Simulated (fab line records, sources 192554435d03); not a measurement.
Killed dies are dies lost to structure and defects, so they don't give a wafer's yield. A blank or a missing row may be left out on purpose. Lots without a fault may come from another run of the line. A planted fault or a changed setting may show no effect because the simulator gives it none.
fab line records | flow n5_finfet
record lots=5 wafers=15 last_day=17
route steps=1938 shown BEOL_M4@1029
lots that met no fault: from a run of the same line without faults
start_h: hours from the record's first day to the start of the lot's first wafer shown | wait_h: hours since the lot's step before | " the same as in the row above | L1.1+2: a row that stands for several wafers | - no value, or no start given | * or withheld: withheld | < > ~ a bound
route shown NAME@n: a module of which the file shows steps, and the number in the route of the first | usual: mean/standard deviation of fault-free wafers | same: alike in all rows | chamber/n: place in a boat | sites: the reading at each site | _std_site: their standard deviation | _edge_site: outer sites' mean less inner sites' | radius_mm: how far each site lies from the wafer's centre | mask NAME#n: copy n | behind: the tool/chamber that last shaped the wafer | hold: why the lot was held/for how many hours/how that ended | device: the transistor (n, p or np) that didn't switch | end of line: the same wafers' tests at the end of the route | a step without rows: its recipe alone | killed: dies lost to structure and defects at the first sort, not the wafer's yield | map: a wafer's dies, x killed, . not, _ none there
set.NAME: the setting as run; set.NAME@STEP: as run at that earlier step | model.NAME: the simulator's own value behind a step, which no gauge read
lots at some steps of the route; a table a step, a row a wafer
services: from which hour (start_h, from the record's first day; less than 0 if before it) a tool's chamber was out of use, for how many hours, and why
## steps
# step N5_BEOL_M4_EBR_07
# recipe solvent=PGMEA ebr_width_mm=1.5
# columns lot.wafer tool chamber start_h wait_h
L076.1+2+5 litho_track-01 0 - -
L080.2+3+5 litho_track-01 0 - -
L093.2+3+6 litho_track-04 0 - -
L094.4+5+6 litho_track-01 0 - -
L096.1+2+6 litho_track-01 0 - -
# step N5_BEOL_M4_SOFTBAKE_06
# recipe temp_c=110 time_s=60 resist=CAR-EUV
# columns lot.wafer tool chamber start_h wait_h
L076.1+2+5 litho_track-01 0 - -
L080.2+3+5 litho_track-01 0 - -
L093.2+3+6 litho_track-04 0 - -
L094.4+5+6 litho_track-01 0 - -
L096.1+2+6 litho_track-01 0 - -
# step N5_BEOL_M4_EXPOSE_08
# recipe mask_id=M4 na=0.33 source_shape=dipole sigma_inner=0.369 sigma_outer=0.767 polarization=unpolarized dose_mj=41.25
# same na=0.33
# columns lot.wafer tool chamber start_h wait_h mask
L076.1+2+5 euv_scanner-02 0 170.41 - M4#0
L080.2+3+5 euv_scanner-02 0 192.03 - M4#0
L093.2+3+6 euv_scanner-01 0 269.86 - M4#0
L094.4+5+6 euv_scanner-01 0 277.12 - M4#0
L096.1+2+6 euv_scanner-01 0 293.58 - M4#0
# step N5_BEOL_M4_PEB_09
# recipe peb_temp_c=100 peb_time_s=60 resist=CAR-EUV
# columns lot.wafer tool chamber start_h wait_h
L076.1+2+5 litho_track-05 0 170.47 0.1
L080.2+3+5 litho_track-01 0 192.09 0.1
L093.2+3+6 litho_track-05 0 269.92 0.1
L094.4+5+6 litho_track-01 0 277.17 0.0
L096.1+2+6 litho_track-04 0 293.65 0.1
# step N5_BEOL_M4_DEVELOP_10
# recipe develop_time_s=30 developer=TMAH resist=CAR-EUV rinse_liquid=surfactant_rinse dry=air_spin dev_temp_c=23
# columns lot.wafer tool chamber start_h wait_h
L076.1+2+5 litho_track-05 0 - -
L080.2+3+5 litho_track-01 0 - -
L093.2+3+6 litho_track-05 0 - -
L094.4+5+6 litho_track-01 0 - -
L096.1+2+6 litho_track-04 0 - -
# step N5_BEOL_M4_CD_MEAS_11
# recipe target_cd_nm=16.79 landing_energy_ev=500 detector=se_inlens polarity=opening
# usual cd_nm=16.79/0.22
# columns lot.wafer tool chamber start_h wait_h cd_nm
L076.1 cd_sem-02 0 170.54 - 17.03
L076.2 " 0 " " 16.85
L076.5 " 0 " " 16.86
L080.2 cd_sem-02 0 192.16 - 16.91
L080.3 " 0 " " 16.28
L080.5 " 0 " " 16.41
L093.2 cd_sem-02 0 269.99 - 16.71
L093.3 " 0 " " 16.97
L093.6 " 0 " " 16.78
L094.4 cd_sem-01 0 277.24 - 16.28
L094.5 " 0 " " 16.94
L094.6 " 0 " " 16.94
L096.1 cd_sem-01 0 293.72 - 16.75
L096.2 " 0 " " 16.53
L096.6 " 0 " " 16.84
# step N5_BEOL_M4_OVL_MEAS_12
# recipe points_per_wafer=522
# usual M4_OVL=-0.5/0.66
# columns lot.wafer tool chamber start_h wait_h M4_OVL[nm]
L076.1 overlay-01 0 170.57 0.0 -1.5
L076.2 " 0 " " -1.2
L076.5 " 0 " " -0.7
L080.2 overlay-01 0 192.19 0.0 -0.9
L080.3 " 0 " " -1.2
L080.5 " 0 " " -1.5
L093.2 overlay-01 0 270.02 0.0 -1.0
L093.3 " 0 " " -1.0
L093.6 " 0 " " -0.9
L094.4 overlay-01 0 277.28 0.0 0.0
L094.5 " 0 " " -0.7
L094.6 " 0 " " -0.4
L096.1 overlay-01 0 293.75 0.0 0.6
L096.2 " 0 " " -0.1
L096.6 " 0 " " -0.5
# step N5_BEOL_M4_INSPECT_13
# recipe mode=adi inspect_instrument=brightfield
# usual raw_defect_count=406/81
# columns lot.wafer tool chamber start_h wait_h raw_defect_count
L076.1 defect_inspect-01 - 170.63 0.1 472
L076.2 " - " " 340
L076.5 " - " " 483
L080.2 defect_inspect-02 - 192.24 0.0 344
L080.3 " - " " 396
L080.5 " - " " 379
L093.2 defect_inspect-02 - 270.08 0.0 309
L093.3 " - " " 344
L093.6 " - " " 296
L094.4 defect_inspect-02 - 277.32 0.0 437
L094.5 " - " " 490
L094.6 " - " " 364
L096.1 defect_inspect-02 - 293.80 0.1 517
L096.2 " - " " 410
L096.6 " - " " 473
# step N5_BEOL_M4_DESCUM_16
# recipe chemistry=O2 time_s=7 source_power_w=50 bias_power_w=20 pressure_mtorr=20 rf_frequency_hz=2.712e+07 temp_c=40 resist=CAR-EUV o2_flow_sccm=225
# usual drypump_motor_current_A=5.7/0.45 oes_product_au=0.81/0.072 rf_vpp_V=243.1/1.3 showerhead_plenum_p_Torr=2.09/0.077 throttle_valve_pct=20.38/0.21
# columns lot.wafer tool chamber start_h wait_h drypump_motor_current_A oes_product_au rf_hours_counter_h rf_vpp_V showerhead_plenum_p_Torr throttle_valve_pct
L076.1 rie_diel-05 1 170.67 0.0 5.9 0.84 62 242.2 2.13 20.01
L076.2 " 3 " " 5.6 0.89 24 242.0 2.04 20.55
L076.5 " 1 " " 5.9 0.84 - 243.5 2.13 20.02
L080.2 rie_diel-04 2 192.42 0.2 6.0 0.89 47 243.6 2.12 20.02
L080.3 " 0 " " 5.0 0.71 222 241.6 1.98 20.47
L080.5 " 3 " " 5.0 0.84 - 243.6 2.12 20.45
L093.2 rie_diel-05 0 270.11 0.0 5.7 0.75 159 242.9 2.17 20.48
L093.3 " 2 " " 5.8 0.88 31 241.5 2.06 20.20
L093.6 " 0 " " 5.7 0.75 - 243.4 2.17 20.47
L094.4 rie_diel-05 1 277.36 0.0 6.0 0.79 102 243.8 2.11 20.10
L094.5 " 3 " " 5.6 0.82 - 242.0 2.03 20.60
L094.6 " 0 " " 5.7 0.74 - 244.5 2.16 20.47
L096.1 rie_diel-02 3 293.84 0.0 5.3 0.77 115 244.9 2.11 20.43
L096.2 " 1 " " 5.9 0.68 235 241.9 1.97 20.51
L096.6 " 3 " " 5.3 0.78 - 241.2 2.11 20.44
# step N5_BEOL_M4_ETCH_74
# recipe chemistry=N2/H2 target=underlayer target_depth_a=65 mask_material=CAR-EUV time_s=5.2 ion_energy_ev=200 pressure_mtorr=30 source_w=840 bias_w=150 n2_flow_sccm=200 h2_flow_sccm=200 ends=cleared
# usual drypump_motor_current_A=5.7/0.45 etch_rf_on_time_s=5.17/0.11 oes_product_au=0.69/0.06 rf_vpp_V=523.9/2.9 showerhead_plenum_p_Torr=2.54/0.094 throttle_valve_pct=17.80/0.24
# columns lot.wafer tool chamber start_h wait_h drypump_motor_current_A etch_rf_on_time_s oes_product_au rf_hours_counter_h rf_vpp_V showerhead_plenum_p_Torr throttle_valve_pct
L076.1 rie_diel-05 1 170.71 0.0 5.9 5.31 0.71 62 526.2 2.58 17.43
L076.2 " 3 " " 5.7 5.19 0.76 24 523.1 2.50 18.08
L076.5 " 1 " " 5.9 5.25 0.70 - 524.5 2.58 17.40
L080.2 rie_diel-04 2 192.45 0.0 6.0 4.97 0.76 47 524.7 2.59 17.50
L080.3 " 0 " " 5.1 5.28 0.60 222 518.8 2.41 17.97
L080.5 " 3 " " 5.0 4.96 0.72 - 525.3 2.58 17.88
L093.2 rie_diel-05 0 270.15 0.0 5.7 5.34 0.64 159 524.4 2.64 17.92
L093.3 " 2 " " 5.8 5.17 0.77 31 522.1 2.49 17.60
L093.6 " 0 " " 5.7 5.36 0.64 - 526.3 2.64 17.89
L094.4 rie_diel-05 1 277.40 0.0 5.9 5.28 0.66 102 526.8 2.56 17.49
L094.5 " 3 " " 5.6 5.23 0.70 - 520.5 2.48 18.13
L094.6 " 0 " " 5.7 5.34 0.63 - 525.8 2.64 17.90
L096.1 rie_diel-02 3 293.87 0.0 5.3 5.13 0.66 115 523.8 2.56 17.93
L096.2 " 1 " " 5.9 5.14 0.60 235 520.4 2.39 17.89
L096.6 " 3 " " 5.3 5.15 0.66 - 527.7 2.56 17.91
# step N5_BEOL_M4_ETCH_63
# recipe chemistry=CF4 target=SiARC target_depth_a=156 mask_material=CAR-EUV time_s=26 ion_energy_ev=80 pressure_mtorr=40 source_w=545 bias_w=36 Ar_flow_sccm=100 cf4_flow_sccm=100 ends=cleared
# usual drypump_motor_current_A=5.7/0.45 etch_rf_on_time_s=26.0/0.56 oes_product_au=0.69/0.061 rf_vpp_V=184.1/1.2 showerhead_plenum_p_Torr=2.14/0.076 throttle_valve_pct=15.54/0.22
# columns lot.wafer tool chamber start_h wait_h drypump_motor_current_A etch_rf_on_time_s oes_product_au rf_hours_counter_h rf_vpp_V showerhead_plenum_p_Torr throttle_valve_pct
L076.1 rie_diel-05 1 170.72 0.0 5.9 26.1 0.71 62 182.9 2.17 15.17
L076.2 " 3 " " 5.6 25.9 0.76 25 185.1 2.10 15.72
L076.5 " 1 " " 5.9 26.4 0.71 - 184.5 2.17 15.19
L080.2 rie_diel-04 2 192.47 0.0 6.0 25.6 0.76 47 185.7 2.17 15.20
L080.3 " 0 " " 5.1 26.9 0.60 222 183.5 2.03 15.71
L080.5 " 3 " " 5.0 25.3 0.72 - 185.0 2.16 15.56
L093.2 rie_diel-05 0 270.16 0.0 5.7 27.6 0.63 159 185.8 2.22 15.72
L093.3 " 2 " " 5.8 26.4 0.74 31 182.8 2.10 15.32
L093.6 " 0 " " 5.7 27.2 0.63 - 185.9 2.22 15.72
L094.4 rie_diel-05 1 277.41 0.0 6.0 26.2 0.68 102 183.6 2.16 15.28
L094.5 " 3 " " 5.7 26.3 0.70 - 181.6 2.08 15.80
L094.6 " 0 " " 5.7 26.6 0.64 - 184.4 2.22 15.74
L096.1 rie_diel-02 3 293.89 0.0 5.3 25.8 0.66 115 183.3 2.16 15.56
L096.2 " 1 " " 5.9 25.8 0.59 235 182.4 2.04 15.82
L096.6 " 3 " " 5.3 25.6 0.67 - 184.8 2.16 15.56
# step N5_BEOL_M4_ETCH_64
# recipe chemistry=N2/H2 target=SOC target_depth_a=750 overetch_a=225 mask_material=SiARC temp_c=40 time_s=121.9 ion_energy_ev=200 pressure_mtorr=30 source_w=840 bias_w=150 n2_flow_sccm=200 h2_flow_sccm=200
# usual drypump_motor_current_A=5.7/0.45 oes_product_au=0.62/0.051 rf_vpp_V=523.9/2.8 showerhead_plenum_p_Torr=2.54/0.094 throttle_valve_pct=17.76/0.24
# columns lot.wafer tool chamber start_h wait_h drypump_motor_current_A oes_product_au rf_hours_counter_h rf_vpp_V showerhead_plenum_p_Torr throttle_valve_pct
L076.1 rie_diel-05 1 170.75 0.0 5.9 0.64 62 524.5 2.58 17.39
L076.2 " 3 " " 5.7 0.67 25 522.5 2.50 18.02
L076.5 " 1 " " 5.9 0.64 - 524.5 2.58 17.39
L080.2 rie_diel-04 2 192.50 0.0 6.0 0.67 47 525.3 2.59 17.41
L080.3 " 0 " " 5.1 0.54 222 520.3 2.41 17.93
L080.5 " 3 " " 5.0 0.63 - 524.6 2.58 17.82
L093.2 rie_diel-05 0 270.19 0.0 5.7 0.58 159 527.3 2.64 17.89
L093.3 " 2 " " 5.8 0.67 31 522.7 2.49 17.57
L093.6 " 0 " " 5.7 0.58 - 526.1 2.64 17.88
L094.4 rie_diel-05 1 277.44 0.0 5.9 0.60 102 524.9 2.56 17.44
L094.5 " 3 " " 5.7 0.62 - 522.4 2.48 18.07
L094.6 " 0 " " 5.7 0.57 - 527.3 2.64 17.86
L096.1 rie_diel-02 3 293.92 0.0 5.3 0.59 115 523.9 2.56 17.89
L096.2 " 1 " " 5.9 0.52 235 519.9 2.39 17.82
L096.6 " 3 " " 5.3 0.59 - 523.4 2.56 17.88
# step N5_BEOL_M4_STRIP_65
# recipe chemistry=N2/H2 temp_c=40 n2_flow_sccm=200 h2_flow_sccm=200 rf_frequency_hz=6e+07
# columns lot.wafer tool chamber start_h wait_h
L076.1+2+5 rie_diel-05 1,3,1 170.87 0.1
L080.2+3+5 rie_diel-04 2,0,3 192.61 0.1
L093.2+3+6 rie_diel-05 0,2,0 270.30 0.1
L094.4+5+6 rie_diel-05 1,3,0 277.55 0.1
L096.1+2+6 rie_diel-02 3,1,3 294.03 0.1
# step N5_BEOL_M4_STRIP_75
# recipe chemistry=N2/H2 temp_c=40 n2_flow_sccm=200 h2_flow_sccm=200 rf_frequency_hz=6e+07
# columns lot.wafer tool chamber start_h wait_h
L076.1+2+5 rie_diel-05 1,3,1 170.88 0.0
L080.2+3+5 rie_diel-04 2,0,3 192.62 0.0
L093.2+3+6 rie_diel-05 0,2,0 270.31 0.0
L094.4+5+6 rie_diel-05 1,3,0 277.56 0.0
L096.1+2+6 rie_diel-02 3,1,3 294.04 0.0
# step N5_BEOL_M4_STRIP_66
# recipe chemistry=CF4 resist=SiARC power_w=300 bias_power_w=75 pressure_mtorr=50 cf4_flow_sccm=150 rf_frequency_hz=6e+07
# usual drypump_motor_current_A=5.7/0.45 oes_product_au=0.80/0.067 rf_vpp_V=271.1/1.7 showerhead_plenum_p_Torr=1.79/0.062 throttle_valve_pct=13.51/0.22
# columns lot.wafer tool chamber start_h wait_h drypump_motor_current_A oes_product_au rf_hours_counter_h rf_vpp_V showerhead_plenum_p_Torr throttle_valve_pct
L076.1 rie_diel-05 1 170.89 0.0 5.9 0.83 62 272.1 1.83 13.19
L076.2 " 3 " " 5.7 0.89 25 270.4 1.76 13.67
L076.5 " 1 " " 5.9 0.83 - 272.8 1.83 13.20
L080.2 rie_diel-04 2 192.63 0.0 6.0 0.87 47 272.2 1.81 13.17
L080.3 " 0 " " 5.0 0.70 222 270.1 1.70 13.75
L080.5 " 3 " " 5.0 0.82 - 271.9 1.82 13.56
L093.2 rie_diel-05 0 270.32 0.0 5.7 0.75 159 273.9 1.85 13.70
L093.3 " 2 " " 5.8 0.88 31 269.6 1.76 13.29
L093.6 " 0 " " 5.7 0.75 - 273.8 1.85 13.68
L094.4 rie_diel-05 1 277.57 0.0 5.9 0.78 102 270.7 1.82 13.29
L094.5 " 3 " " 5.7 0.81 - 270.7 1.75 13.75
L094.6 " 0 " " 5.7 0.75 - 272.2 1.85 13.69
L096.1 rie_diel-02 3 294.05 0.0 5.3 0.77 115 271.2 1.80 13.51
L096.2 " 1 " " 5.9 0.68 235 268.3 1.70 13.81
L096.6 " 3 " " 5.3 0.76 - 271.4 1.80 13.52
# step N5_BEOL_M4_HM_OPEN_17
# recipe chemistry=Cl2/BCl3 target_depth_a=200 overetch_a=60 target=TiN mask_material=SOC ion_energy_ev=150 pressure_mtorr=10 icp_w=1000 bias_w=126 Cl2_flow_sccm=53.25 bcl3_flow_sccm=21.75 Ar_flow_sccm=25
# usual drypump_motor_current_A=5.5/0.45 oes_product_au=0.71/0.093 throttle_valve_pct=22.08/0.3
# columns lot.wafer tool chamber start_h wait_h drypump_motor_current_A oes_product_au rf_hours_counter_h throttle_valve_pct
L076.1 rie_metal-02 0 170.93 0.0 4.9 0.54 118 22.51
L076.2 " 1 " " 5.7 0.66 40 22.34
L076.5 " 0 " " 4.9 0.54 - 22.51
L080.2 rie_metal-01 1 192.67 0.0 6.0 0.83 0 22.01
L080.3 " 1 " " 6.0 0.83 - 22.02
L080.5 " 0 " " 5.4 0.78 - 21.70
L093.2 rie_metal-03 1 270.36 0.0 5.0 0.65 50 22.20
L093.3 " 1 " " 5.1 0.65 - 22.19
L093.6 " 0 " " 6.5 0.71 - 21.91
L094.4 rie_metal-01 0 277.64 0.1 5.5 0.74 - 21.73
L094.5 " 0 " " 5.5 0.75 - 21.71
L094.6 " 1 " " 6.0 0.77 - 22.03
L096.1 rie_metal-02 1 294.09 0.0 5.7 0.63 52 22.37
L096.2 " 0 " " 4.9 0.80 3 22.27
L096.6 " 1 " " 5.7 0.63 - 22.38
# step N5_BEOL_M4_STRIP_19
# recipe chemistry=O2 power_w=400 temp_c=40 pressure_mtorr=30 rf_frequency_hz=6e+07 bias_power_w=0 overash_fraction=0.2 o2_flow_sccm=225
# usual drypump_motor_current_A=5.7/0.43 oes_product_au=0.81/0.07 rf_vpp_V=3.7/0.49 showerhead_plenum_p_Torr=2.09/0.075 throttle_valve_pct=16.62/0.21
# columns lot.wafer tool chamber start_h wait_h drypump_motor_current_A oes_product_au rf_hours_counter_h rf_vpp_V showerhead_plenum_p_Torr throttle_valve_pct
L076.1 rie_diel-04 2 171.04 0.1 6.0 0.90 39 3.9 2.13 16.26
L076.2 " 3 " " 5.0 0.85 59 3.0 2.13 16.67
L076.5 " 2 " " 6.0 0.90 - 4.2 2.13 16.25
L080.2 rie_diel-04 0 192.85 0.2 5.0 0.71 222 4.2 1.99 16.79
L080.3 " 3 " " 5.0 0.85 67 4.1 2.13 16.68
L080.5 " 3 " " 5.0 0.84 - 3.2 2.13 16.69
L093.2 rie_diel-05 2 270.48 0.1 5.8 0.88 32 3.3 2.06 16.45
L093.3 " 0 " " 5.7 0.75 159 4.7 2.17 16.77
L093.6 " 1 " " 5.9 0.81 - 4.7 2.12 16.32
L094.4 rie_diel-02 1 277.73 0.1 5.9 0.69 228 3.6 1.98 16.80
L094.5 " 2 " " 5.6 0.85 - 3.6 2.21 16.75
L094.6 " 1 " " 5.9 0.69 - 3.8 1.98 16.81
L096.1 rie_diel-02 3 294.20 0.1 5.3 0.77 115 2.9 2.12 16.65
L096.2 " 1 " " 6.0 0.68 235 4.3 1.98 16.82
L096.6 " 0 " " 6.8 0.91 - 3.5 2.24 16.17
# step N5_BEOL_M4_CD_MEAS_18
# recipe pitch_nm=36 target_cd_nm=18
# usual cd_nm=18.06/0.28
# columns lot.wafer tool chamber start_h wait_h cd_nm
L076.1 cd_sem-03 - 171.11 0.0 17.96
L076.2 " - " " 18.07
L076.5 " - " " 18.64
L080.2 cd_sem-02 - 192.92 0.1 18.07
L080.3 " - " " 17.93
L080.5 " - " " 18.35
L093.2 cd_sem-01 - 270.55 0.1 18.11
L093.3 " - " " 17.76
L093.6 " - " " 17.91
L094.4 cd_sem-02 - 277.80 0.1 18.46
L094.5 " - " " 17.91
L094.6 " - " " 18.39
L096.1 cd_sem-03 - 294.28 0.1 18.13
L096.2 " - " " 17.99
L096.6 " - " " 17.54
# step N5_BEOL_M4_COAT_67
# recipe resist=SOC temp_c=250 time_s=60 spin_rpm=1500 resist_thk_nm=60
# columns lot.wafer tool chamber start_h wait_h
L076.1+2+5 litho_track-01 0 171.14 0.0
L080.2+3+5 litho_track-01 0 192.96 0.0
L093.2+3+6 litho_track-05 0 270.59 0.0
L094.4+5+6 litho_track-01 0 277.83 0.0
L096.1+2+6 litho_track-05 0 294.32 0.0
# step N5_BEOL_M4_COAT_68
# recipe resist=SiARC temp_c=220 time_s=60 spin_rpm=1500 resist_thk_nm=12
# columns lot.wafer tool chamber start_h wait_h
L076.1+2+5 litho_track-01 0 - -
L080.2+3+5 litho_track-01 0 - -
L093.2+3+6 litho_track-05 0 - -
L094.4+5+6 litho_track-01 0 - -
L096.1+2+6 litho_track-05 0 - -
# step N5_BEOL_M4_COAT_76
# recipe resist=underlayer temp_c=205 time_s=60 spin_rpm=1500 resist_thk_nm=5
# columns lot.wafer tool chamber start_h wait_h
L076.1+2+5 litho_track-01 0 - -
L080.2+3+5 litho_track-01 0 - -
L093.2+3+6 litho_track-05 0 - -
L094.4+5+6 litho_track-01 0 - -
L096.1+2+6 litho_track-05 0 - -
# step N5_BEOL_M4_COAT_22
# recipe resist=CAR-EUV spin_rpm=1500 resist_thk_nm=30
# columns lot.wafer tool chamber start_h wait_h
L076.1+2+5 litho_track-01 0 - -
L080.2+3+5 litho_track-01 0 - -
L093.2+3+6 litho_track-05 0 - -
L094.4+5+6 litho_track-01 0 - -
L096.1+2+6 litho_track-05 0 - -
# step N5_BEOL_M4_EBR_24
# recipe solvent=PGMEA ebr_width_mm=1.5
# columns lot.wafer tool chamber start_h wait_h
L076.1+2+5 litho_track-01 0 - -
L080.2+3+5 litho_track-01 0 - -
L093.2+3+6 litho_track-05 0 - -
L094.4+5+6 litho_track-01 0 - -
L096.1+2+6 litho_track-05 0 - -
# step N5_BEOL_M4_SOFTBAKE_23
# recipe temp_c=110 time_s=60 resist=CAR-EUV
# columns lot.wafer tool chamber start_h wait_h
L076.1+2+5 litho_track-01 0 - -
L080.2+3+5 litho_track-01 0 - -
L093.2+3+6 litho_track-05 0 - -
L094.4+5+6 litho_track-01 0 - -
L096.1+2+6 litho_track-05 0 - -
# step N5_BEOL_M4_EXPOSE_25
# recipe mask_id=V3 na=0.33 source_shape=quasar sigma_inner=0.2 sigma_outer=0.8 polarization=unpolarized defocus_nm=5 dose_mj=63
# same na=0.33
# columns lot.wafer tool chamber start_h wait_h mask
L076.1+2+5 euv_scanner-01 0 171.28 - V3#0
L080.2+3+5 euv_scanner-02 0 193.23 - V3#0
L093.2+3+6 euv_scanner-01 0 270.86 - V3#0
L094.4+5+6 euv_scanner-01 0 278.00 - V3#0
L096.1+2+6 euv_scanner-01 0 294.45 - V3#0
# step N5_BEOL_M4_PEB_26
# recipe peb_temp_c=100 peb_time_s=60 resist=CAR-EUV
# columns lot.wafer tool chamber start_h wait_h
L076.1+2+5 litho_track-04 0 171.36 0.1
L080.2+3+5 litho_track-01 0 193.30 0.1
L093.2+3+6 litho_track-01 0 270.93 0.1
L094.4+5+6 litho_track-01 0 278.05 0.0
L096.1+2+6 litho_track-01 0 294.53 0.1
# step N5_BEOL_M4_DEVELOP_27
# recipe develop_time_s=30 developer=TMAH resist=CAR-EUV rinse_liquid=surfactant_rinse dry=air_spin dev_temp_c=23
# columns lot.wafer tool chamber start_h wait_h
L076.1+2+5 litho_track-04 0 - -
L080.2+3+5 litho_track-01 0 - -
L093.2+3+6 litho_track-01 0 - -
L094.4+5+6 litho_track-01 0 - -
L096.1+2+6 litho_track-01 0 - -
# step N5_BEOL_M4_CD_MEAS_28
# recipe target_cd_nm=26.2 landing_energy_ev=500 detector=se_inlens target_cd_y_nm=24.1 polarity=opening
# usual cd_nm=26.22/0.22
# columns lot.wafer tool chamber start_h wait_h cd_nm
L076.1 cd_sem-01 0 171.43 - 26.27
L076.2 " 0 " " 26.35
L076.5 " 0 " " 26.43
L080.2 cd_sem-01 0 193.37 - 26.69
L080.3 " 0 " " 25.97
L080.5 " 0 " " 26.04
L093.2 cd_sem-03 0 271.00 - 26.10
L093.3 " 0 " " 25.79
L093.6 " 0 " " 26.13
L094.4 cd_sem-01 0 278.12 - 26.30
L094.5 " 0 " " 26.28
L094.6 " 0 " " 26.10
L096.1 cd_sem-01 0 294.60 - 26.02
L096.2 " 0 " " 26.07
L096.6 " 0 " " 26.07
# step N5_BEOL_M4_OVL_MEAS_29
# recipe points_per_wafer=522
# usual V3_OVL=-0.4/0.66
# columns lot.wafer tool chamber start_h wait_h V3_OVL[nm]
L076.1 overlay-02 0 171.46 0.0 -0.6
L076.2 " 0 " " -0.1
L076.5 " 0 " " -0.3
L080.2 overlay-02 0 193.40 0.0 -0.8
L080.3 " 0 " " -0.9
L080.5 " 0 " " -0.8
L093.2 overlay-02 0 271.03 0.0 -1.2
L093.3 " 0 " " -0.4
L093.6 " 0 " " -0.2
L094.4 overlay-01 0 278.16 0.0 -1.0
L094.5 " 0 " " -0.5
L094.6 " 0 " " -1.0
L096.1 overlay-02 0 294.63 0.0 0.7
L096.2 " 0 " " -0.5
L096.6 " 0 " " 0.7
# step N5_BEOL_M4_INSPECT_30
# recipe mode=adi inspect_instrument=brightfield
# usual raw_defect_count=398/76
# columns lot.wafer tool chamber start_h wait_h raw_defect_count
L076.1 defect_inspect-02 - 171.51 0.1 473
L076.2 " - " " 323
L076.5 " - " " 446
L080.2 defect_inspect-01 - 193.45 0.0 364
L080.3 " - " " 408
L080.5 " - " " 435
L093.2 defect_inspect-01 - 271.09 0.0 343
L093.3 " - " " 373
L093.6 " - " " 351
L094.4 defect_inspect-02 - 278.20 0.0 449
L094.5 " - " " 558
L094.6 " - " " 381
L096.1 defect_inspect-02 - 294.69 0.1 498
L096.2 " - " " 404
L096.6 " - " " 465
# step N5_BEOL_M4_DESCUM_33
# recipe chemistry=O2 time_s=7 source_power_w=50 bias_power_w=20 pressure_mtorr=20 rf_frequency_hz=2.712e+07 temp_c=40 resist=CAR-EUV o2_flow_sccm=225
# usual drypump_motor_current_A=5.7/0.45 oes_product_au=0.82/0.069 rf_vpp_V=243.2/1.5 showerhead_plenum_p_Torr=2.10/0.076 throttle_valve_pct=20.36/0.22
# columns lot.wafer tool chamber start_h wait_h drypump_motor_current_A oes_product_au rf_hours_counter_h rf_vpp_V showerhead_plenum_p_Torr throttle_valve_pct
L076.1 rie_diel-02 2 171.55 0.0 5.6 0.90 38 244.2 2.22 20.47
L076.2 " 3 " " 5.3 0.83 69 243.0 2.13 20.36
L076.5 " 2 " " 5.6 0.92 - 244.3 2.22 20.47
L080.2 rie_diel-04 2 193.85 0.4 5.9 0.88 48 243.9 2.12 20.03
L080.3 " 3 " " 5.0 0.84 68 244.0 2.12 20.44
L080.5 " 3 " " 5.0 0.83 - 243.1 2.12 20.47
L093.2 rie_diel-02 1 271.12 0.0 5.9 0.69 227 241.3 1.98 20.48
L093.3 " 3 " " 5.3 0.79 107 243.5 2.12 20.43
L093.6 " 2 " " 5.6 0.85 - 246.0 2.21 20.52
L094.4 rie_diel-04 1 278.25 0.0 5.8 0.79 - 242.5 2.03 20.65
L094.5 " 3 " " 5.0 0.80 - 242.7 2.11 20.50
L094.6 " 2 " " 6.0 0.85 - 244.3 2.11 20.08
L096.1 rie_diel-02 1 294.85 0.2 6.0 0.69 235 242.0 1.97 20.51
L096.2 " 2 " " 5.6 0.84 84 245.0 2.20 20.53
L096.6 " 1 " " 5.9 0.68 - 241.1 1.97 20.51
# step N5_BEOL_M4_ETCH_77
# recipe chemistry=N2/H2 target=underlayer target_depth_a=65 mask_material=CAR-EUV time_s=5.2 ion_energy_ev=200 pressure_mtorr=30 source_w=840 bias_w=150 n2_flow_sccm=200 h2_flow_sccm=200 ends=cleared
# usual drypump_motor_current_A=5.7/0.45 etch_rf_on_time_s=5.14/0.1 oes_product_au=0.70/0.059 rf_vpp_V=524.0/2.7 showerhead_plenum_p_Torr=2.55/0.093 throttle_valve_pct=17.78/0.24
# columns lot.wafer tool chamber start_h wait_h drypump_motor_current_A etch_rf_on_time_s oes_product_au rf_hours_counter_h rf_vpp_V showerhead_plenum_p_Torr throttle_valve_pct
L076.1 rie_diel-02 2 171.58 0.0 5.6 5.02 0.78 38 527.7 2.70 17.84
L076.2 " 3 " " 5.3 5.11 0.72 69 524.1 2.58 17.85
L076.5 " 2 " " 5.6 5.03 0.78 - 526.2 2.70 17.83
L080.2 rie_diel-04 2 193.88 0.0 6.0 5.08 0.75 48 526.7 2.59 17.48
L080.3 " 3 " " 5.0 5.05 0.72 68 525.5 2.58 17.89
L080.5 " 3 " " 5.0 5.02 0.73 - 525.0 2.58 17.86
L093.2 rie_diel-02 1 271.15 0.0 5.9 5.13 0.59 227 520.4 2.39 17.85
L093.3 " 3 " " 5.3 5.12 0.66 107 524.6 2.57 17.91
L093.6 " 2 " " 5.6 5.02 0.75 - 527.2 2.68 17.91
L094.4 rie_diel-04 1 278.28 0.0 5.9 5.14 0.67 - 523.3 2.46 18.05
L094.5 " 3 " " 5.0 4.98 0.70 - 523.7 2.57 17.91
L094.6 " 2 " " 6.0 5.10 0.72 - 526.3 2.57 17.51
L096.1 rie_diel-02 1 294.88 0.0 5.9 5.13 0.60 235 519.5 2.39 17.87
L096.2 " 2 " " 5.6 5.03 0.73 84 527.1 2.67 17.97
L096.6 " 1 " " 5.9 5.11 0.59 - 517.9 2.39 17.89
## services
# columns tool chamber start_h hours kind
euv_scanner-02 - 147.16 1.0 pm
rie_diel-02 2 148.16 3.1 repair
rie_metal-03 1 154.52 1.6 repair
rie_diel-05 2 160.82 - clean
rie_diel-05 2 160.82 - consumable_replace:esc
euv_scanner-01 - 161.25 2.1 repair
euv_scanner-02 - 164.16 4.6 pm
rie_diel-04 0 167.44 22.2 repair
litho_track-01 - 168.36 - consumable_replace:filter
euv_scanner-01 - 171.34 4.6 pm
rie_diel-04 - 173.55 2.8 pm
euv_scanner-02 - 189.34 0.5 repair
rie_diel-02 - 192.50 0.7 repair
rie_diel-04 1 193.71 6.3 repair
rie_diel-02 0 201.88 9.7 repair
euv_scanner-02 - 203.31 1.0 pm
euv_scanner-01 - 228.12 1.0 pm
rie_diel-04 0 233.87 4.2 repair
rie_metal-01 - 234.41 2.8 pm
rie_diel-04 2 248.81 4.0 repair
euv_scanner-02 - 259.46 1.0 pm
euv_scanner-02 - 275.77 5.8 pm
euv_scanner-01 - 284.27 1.0 pm
euv_scanner-02 - 289.67 17.3 pm
## key
fault none
